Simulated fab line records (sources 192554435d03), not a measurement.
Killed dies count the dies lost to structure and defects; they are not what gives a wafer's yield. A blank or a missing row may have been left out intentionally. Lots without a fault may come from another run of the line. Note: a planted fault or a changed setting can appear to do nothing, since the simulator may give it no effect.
Split-lot experiment | flow n5 finfet | 21 wafers read from 7 lots, route of 1938 steps

== THE SPLIT ==
At N5_DUMMY_GATE_EXPOSE_12 (exposes mask GATE, target cd 25 nm), the setting dose mj was moved away from the recipe's 34 on 3 of the 21 wafers read, by -5.1% to -2.0%. The other wafers ran this setting at the recipe's value.

== FROM THE SPLIT TO THE READING: what the file shows between them, 2 steps ==
- N5_DUMMY_GATE_PEB_13: peb time 60 s
- N5_DUMMY_GATE_DEVELOP_14: develop time 30 s

== THE READING ==
cd nm at N5_DUMMY_GATE_CD_MEAS_15, given in nm (cd target 25.8 nm). A value of 24.96 nm with a standard deviation of 0.24 nm is what fault-free wafers of this fab line usually give.

wafer  | tool, chamber at the split | dose mj as run | against the recipe | cd nm, nm | against lot-mates on the recipe
L074.3 | euv scanner-01, 0          | 34             | recipe             | 25.15     | -
L074.4 | euv scanner-01, 0          | 34             | recipe             | 24.56     | -
L074.6 | euv scanner-01, 0          | 34             | recipe             | 24.86     | -
L076.1 | euv scanner-01, 0          | 32.28          | -5.1%              | 26.12     | +1.05
L076.3 | euv scanner-01, 0          | 34             | recipe             | 25.23     | -
L076.4 | euv scanner-01, 0          | 34             | recipe             | 24.91     | -
L085.1 | euv scanner-02, 0          | 34             | recipe             | 24.78     | -
L085.2 | euv scanner-02, 0          | 34             | recipe             | 24.93     | -
L085.6 | euv scanner-02, 0          | 34             | recipe             | 25.09     | -
L086.1 | euv scanner-01, 0          | 34             | recipe             | 25.15     | -
L086.4 | euv scanner-01, 0          | 34             | recipe             | 24.94     | -
L086.6 | euv scanner-01, 0          | 34             | recipe             | 25.11     | -
L089.1 | euv scanner-01, 0          | 34             | recipe             | 25.02     | -
L089.4 | euv scanner-01, 0          | 32.59          | -4.1%              | 26.04     | +0.96
L089.6 | euv scanner-01, 0          | 34             | recipe             | 25.13     | -
L090.1 | euv scanner-01, 0          | 34             | recipe             | 25.00     | -
L090.3 | euv scanner-01, 0          | 34             | recipe             | 24.70     | -
L090.6 | euv scanner-01, 0          | 34             | recipe             | 24.78     | -
L093.4 | euv scanner-02, 0          | 33.31          | -2.0%              | 25.47     | +0.24
L093.5 | euv scanner-02, 0          | 34             | recipe             | 25.48     | -
L093.6 | euv scanner-02, 0          | 34             | recipe             | 24.98     | -

FIT RESULTS
A straight line over all 21 wafers: cd nm changes by -0.236 nm for each +1% of dose mj; r = -0.86; the points scatter about the line by 0.2 nm.
The same after taking each lot's own level away (the mean of its wafers on the recipe; 21 wafers): -0.21 nm for each +1%; r = -0.88; scatter 0.17 nm.
The reading moves by 1.1 nm for the largest change in dose mj, on that fit.
Across the lots, their own levels run from 24.827 to 25.230 nm, a range of 1.7 times the standard deviation given above.
So the slope is not independent of the lot-to-lot level: the two fits are not the same.
Check: for one of the wafers moved furthest among these (-5.1%), held out of the fit, the line's prediction against its lot-mates is +1.07 nm. Against them it came out at +1.05 nm.

== OTHER SPLITS APPLIED TO THESE WAFERS ==
These wafers also went through other splits before the reading. Each is held against what the fit with the lots' levels taken away leaves over:
other split on the same wafers            | wafers away from the commonest value | r with cd nm (lot level and that fit taken away)
N5_PMOS_HMC_CHANNEL_EPI_EXPOSE_06 dose mj | 8                                    | +0.08
N5_PMOS_HMC_CHANNEL_EPI_ETCH_32 bias w    | 9                                    | -0.29
N5_FIN_CUT_COAT_19 spin rpm               | 6                                    | +0.08
N5_DUMMY_GATE_COAT_09 spin rpm            | 4                                    | -0.22

== FILE'S OWN FIT ==
cd nm changes by -0.208 nm for each +1% of dose mj, r = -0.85.
